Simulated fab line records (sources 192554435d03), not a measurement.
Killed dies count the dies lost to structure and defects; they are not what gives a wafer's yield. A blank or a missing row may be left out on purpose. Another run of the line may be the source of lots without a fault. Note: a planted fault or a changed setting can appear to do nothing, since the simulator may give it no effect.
fab line records    flow n5-finfet
record: lots: 7  wafers: 39
route steps=1938 shown ZERO_LAYER@11 PMOS_HMC_CHANNEL_EPI@73 SD_EPI_P@321 HKMG_FIN@386 MOL_CONTACT_COAG@537 BEOL_M0@734 BEOL_M2@920 BEOL_M3@980 BEOL_M4@1111
start-h: hours from the record's opening day to when the first of the lot's shown wafers began    wait-h: hours elapsed since this lot's preceding step    " the same as in the row above    L1.1+2: a row that stands for several wafers    - no value present, or no start provided    * or withheld: withheld    < > ~ a bound
route shown NAME@n: a module of which the file shows steps, and the number in the route of the first    usual: the fault-free wafers' mean and standard deviation    same: alike in all rows    chamber/n: place in a boat    sites: each site's reading    _std_site: their standard deviation    _edge_site: mean of outer sites minus mean of inner sites    radius-mm: for every site, how far away it sits from the centre of the wafer    mask NAME#n: copy n    behind: the last tool/chamber to shape the wafer    hold: cause of the lot's hold/its duration in hours/its outcome    device: transistor that didn't switch, given as n, p or np    end of line: the same wafers' tests at the end of the route    for a step that has no rows: nothing shown but its recipe    killed: dies that structure and defects cost at the first sort, which is not the same as the wafer's yield    map: a wafer's dies, x killed, . not, _ none there
set.NAME: setting as actually run; set.NAME@STEP: the setting as run at that earlier step    model.NAME: the simulator's own value behind a step, which no gauge read
lots with deliberately changed settings; one table per step, one row per wafer
== steps ==
step: N5_ZERO_LAYER_DEVELOP_10
recipe: develop-time-s: 60  rinse-liquid: diw  dry: air-spin  dev-temp-c: 21
step: N5_PMOS_HMC_CHANNEL_EPI_ETCH_38
recipe: chemistry: CF4  target: SiO2  target-depth-a: 15  ion-energy-ev: 350  pressure-mtorr: 10  icp-w: 800  bias-w: 400  cf4-flow-sccm: 80
step: N5_SD_EPI_P_EPI_21
recipe: material: SiGe:B  dopant: B  temp-c: 550  pressure-torr: 20  ambient: H2  time-s: 355
step: N5_HKMG_FIN_HK_ALD_01
recipe: material: HfO2  target-thk-a: 16  temp-c: withheld  ald-precursor-family: HfCl4  ald-co-reactant: H2O  pulse-time-s: 3  purge-time-s: 3  co-reactant-purge-time-s: 2.5  co-reactant-pulse-time-s: 0.3  ald-cycles: 30
step: N5_MOL_CONTACT_COAG_ETCH_15
recipe: chemistry: CH3F/O2  target: SiNx  target-depth-a: 70  mask-material: SOC  stop-on: Si:P  over-etch-frac: 0.75  ion-energy-ev: 120  pressure-mtorr: 30  source-w: 395  bias-w: 73  Ar_flow_sccm: 150  CH3F_flow_sccm: 30  O2_flow_sccm: 20
step: N5_BEOL_M0_SPUTTER_116
recipe: material: Cu  target-thk-a: 40  temp-c: -20  chamber-pressure-pa: 0.07  power-w: withheld  time-s: 7.37
step: N5_BEOL_M2_SPUTTER_96
recipe: material: Cu  target-thk-a: 45  temp-c: -20  chamber-pressure-pa: 0.07  power-w: withheld  time-s: 8.29
step: N5_BEOL_M3_TRENCH_ETCH_37
recipe: chemistry: C4F6/O2  target-depth-a: 555.55  target: SiOC  time-s: 29.2  ion-energy-ev: 250  pressure-mtorr: 30  source-w: 355  bias-w: 185  Ar_flow_sccm: 300  C4F6_flow_sccm: 10  O2_flow_sccm: 10
step: N5_BEOL_M4_RC_MEAS_101
usual: EOT_N: 10.56/0.11  EOT_P: 10.52/0.11  VT_P: -249/3.8  VT_P_LVT: -98/3.3
lot.wafer  tool       chamber  start-h  wait-h  set.develop-time-s@ZERO_LAYER_DEVELOP_10  set.target-depth-a@PMOS_HMC_CHANNEL_EPI_ETCH_38  set.time-s@SD_EPI_P_EPI_21  set.ald-cycles@HKMG_FIN_HK_ALD_01  set.target-depth-a@MOL_CONTACT_COAG_ETCH_15  set.target-thk-a@BEOL_M0_SPUTTER_116  set.target-thk-a@BEOL_M2_SPUTTER_96  set.time-s@BEOL_M3_TRENCH_ETCH_37  EOT_N  EOT_P  VT_P[mV]  VT_P_LVT[mV]
L078.1     prober-01  0        233.16   0.0     60                                        15                                               355                         30                                 70                                           40                                    45                                   29.2                               10.40  10.49  -241      -92
L078.2     "          0        "        "       60                                        15                                               355                         30                                 70                                           40                                    45                                   29.2                               10.62  10.56  -240      -94
L078.3     "          0        "        "       60                                        15                                               355                         30                                 70                                           40                                    45                                   29.2                               10.53  10.49  -239      -92
L083.1     prober-01  0        242.72   0.0     27.69                                     15                                               461.3                       41                                 70                                           25.17                                 58.47                                29.2                               11.69  11.83  -234      -85
L083.2     "          0        "        "       27.69                                     15                                               461.3                       30                                 70                                           40                                    58.47                                29.2                               10.50  10.46  -243      -93
L083.3     "          0        "        "       27.69                                     15                                               355                         41                                 70                                           40                                    45                                   29.2                               11.80  11.70  -243      -91
L083.4     "          0        "        "       60                                        15                                               355                         30                                 70                                           25.17                                 58.47                                22.71                              10.64  10.62  -247      -97
L083.5     "          0        "        "       60                                        15                                               461.3                       41                                 70                                           25.17                                 45                                   22.71                              11.81  11.87  -242      -93
L083.6     "          0        "        "       60                                        15                                               355                         30                                 70                                           40                                    45                                   22.71                              10.57  10.61  -244      -94
L082.1     prober-01  0        259.17   0.0     60                                        12.68                                            355                         30                                 70                                           27.03                                 45                                   29.2                               10.68  10.59  -252      -101
L082.2     "          0        "        "       60                                        15                                               355                         19                                 89.93                                        27.03                                 45                                   29.2                               9.50   9.48   -252      -102
L082.3     "          0        "        "       60                                        15                                               440.7                       30                                 70                                           40                                    45                                   29.2                               10.66  10.64  -250      -96
L082.4     "          0        "        "       60                                        15                                               440.7                       19                                 89.93                                        40                                    45                                   29.2                               9.44   9.39   -246      -95
L082.5     "          0        "        "       60                                        12.68                                            440.7                       19                                 70                                           27.03                                 45                                   29.2                               9.42   9.48   -251      -97
L082.6     "          0        "        "       60                                        12.68                                            355                         30                                 89.93                                        40                                    45                                   29.2                               10.55  10.52  -244      -96
L085.1     prober-01  0        275.56   0.0     60                                        23.44                                            355                         30                                 88.57                                        61.37                                 45                                   36.79                              10.67  10.50  -252      -103
L085.2     "          0        "        "       60                                        15                                               355                         30                                 88.57                                        61.37                                 45                                   29.2                               10.59  10.52  -256      -104
L085.3     "          0        "        "       60                                        15                                               507.2                       30                                 70                                           40                                    45                                   36.79                              10.70  10.53  -247      -96
L085.4     "          0        "        "       60                                        23.44                                            507.2                       30                                 70                                           61.37                                 55.76                                29.2                               10.59  10.58  -244      -94
L085.5     "          0        "        "       60                                        23.44                                            507.2                       30                                 88.57                                        40                                    55.76                                29.2                               10.66  10.54  -251      -98
L085.6     "          0        "        "       60                                        15                                               355                         30                                 70                                           40                                    55.76                                36.79                              10.58  10.46  -251      -97
L091.1     prober-02  0        298.56   0.0     69.34                                     12.68                                            355                         30                                 70                                           40                                    45                                   29.2                               10.35  10.17  -252      -98
L091.2     "          0        "        "       69.34                                     15                                               355                         17                                 70                                           40                                    45                                   20.94                              9.27   9.08   -255      -105
L091.3     "          0        "        "       60                                        15                                               279.5                       17                                 47.38                                        30.35                                 45                                   29.2                               9.11   9.02   -263      -112
L091.4     "          0        "        "       60                                        12.68                                            279.5                       30                                 70                                           30.35                                 45                                   20.94                              10.48  10.42  -259      -108
L091.5     "          0        "        "       69.34                                     15                                               279.5                       30                                 47.38                                        40                                    45                                   29.2                               10.48  10.43  -257      -103
L091.6     "          0        "        "       60                                        12.68                                            355                         17                                 47.38                                        30.35                                 45                                   20.94                              8.99   8.96   -259      -106
L093.1     prober-02  0        317.45   0.0     60                                        15                                               355                         22                                 70                                           40                                    45                                   29.2                               9.73   9.74   -250      -99
L093.2     "          0        "        "       60                                        6.788                                            355                         30                                 70                                           40                                    45                                   29.2                               10.49  10.54  -248      -99
L093.3     "          0        "        "       60                                        15                                               155.5                       22                                 70                                           24.47                                 70.9                                 29.2                               9.79   9.73   -266      -119
L093.4     "          0        "        "       34.04                                     15                                               155.5                       30                                 70                                           24.47                                 45                                   29.2                               10.47  10.47  -265      -116
L093.5     "          0        "        "       34.04                                     6.788                                            155.5                       22                                 70                                           40                                    70.9                                 29.2                               9.85   9.80   -268      -121
L093.6     "          0        "        "       34.04                                     6.788                                            355                         30                                 70                                           24.47                                 70.9                                 29.2                               10.44  10.58  -244      -95
L090.1     prober-01  0        321.84   0.0     36.44                                     15                                               355                         36                                 86.32                                        40                                    45                                   29.2                               11.22  11.05  -241      -92
L090.2     "          0        "        "       60                                        19.47                                            355                         36                                 86.32                                        40                                    45                                   36.22                              11.17  11.01  -249      -96
L090.3     "          0        "        "       36.44                                     15                                               355                         36                                 70                                           40                                    45                                   29.2                               11.28  11.18  -247      -98
L090.4     "          0        "        "       60                                        15                                               355                         30                                 70                                           40                                    45                                   36.22                              10.45  10.58  -247      -94
L090.5     "          0        "        "       36.44                                     19.47                                            355                         30                                 86.32                                        40                                    45                                   36.22                              10.51  10.37  -250      -101
L090.6     "          0        "        "       60                                        19.47                                            355                         30                                 70                                           40                                    45                                   29.2                               10.48  10.42  -245      -95
== key ==
split: step: N5_ZERO_LAYER_DEVELOP_10  setting: develop-time-s  stated-as: 60
response none clear
split: step: N5_PMOS_HMC_CHANNEL_EPI_ETCH_38  setting: target-depth-a  stated-as: 15
response none clear
split: step: N5_SD_EPI_P_EPI_21  setting: time-s  stated-as: 355
response: step: N5_BEOL_M4_RC_MEAS_101  reading: VT_P_LVT  slope: +0.248  per: 1%  together-with: all  explained: 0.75
response: step: N5_BEOL_M4_RC_MEAS_101  reading: VT_P  slope: +0.22  per: 1%  together-with: all  explained: 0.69
split: step: N5_HKMG_FIN_HK_ALD_01  setting: ald-cycles  stated-as: 30
response: step: N5_BEOL_M4_RC_MEAS_101  reading: EOT_P  slope: +0.0317  per: 1%  together-with: all  explained: 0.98
response: step: N5_BEOL_M4_RC_MEAS_101  reading: EOT_N  slope: +0.0314  per: 1%  together-with: all  explained: 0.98
split: step: N5_MOL_CONTACT_COAG_ETCH_15  setting: target-depth-a  stated-as: 70
response none clear
split: step: N5_BEOL_M0_SPUTTER_116  setting: target-thk-a  stated-as: 40
response none clear
split: step: N5_BEOL_M2_SPUTTER_96  setting: target-thk-a  stated-as: 45
response none clear
split: step: N5_BEOL_M3_TRENCH_ETCH_37  setting: time-s  stated-as: 29.2
response none clear
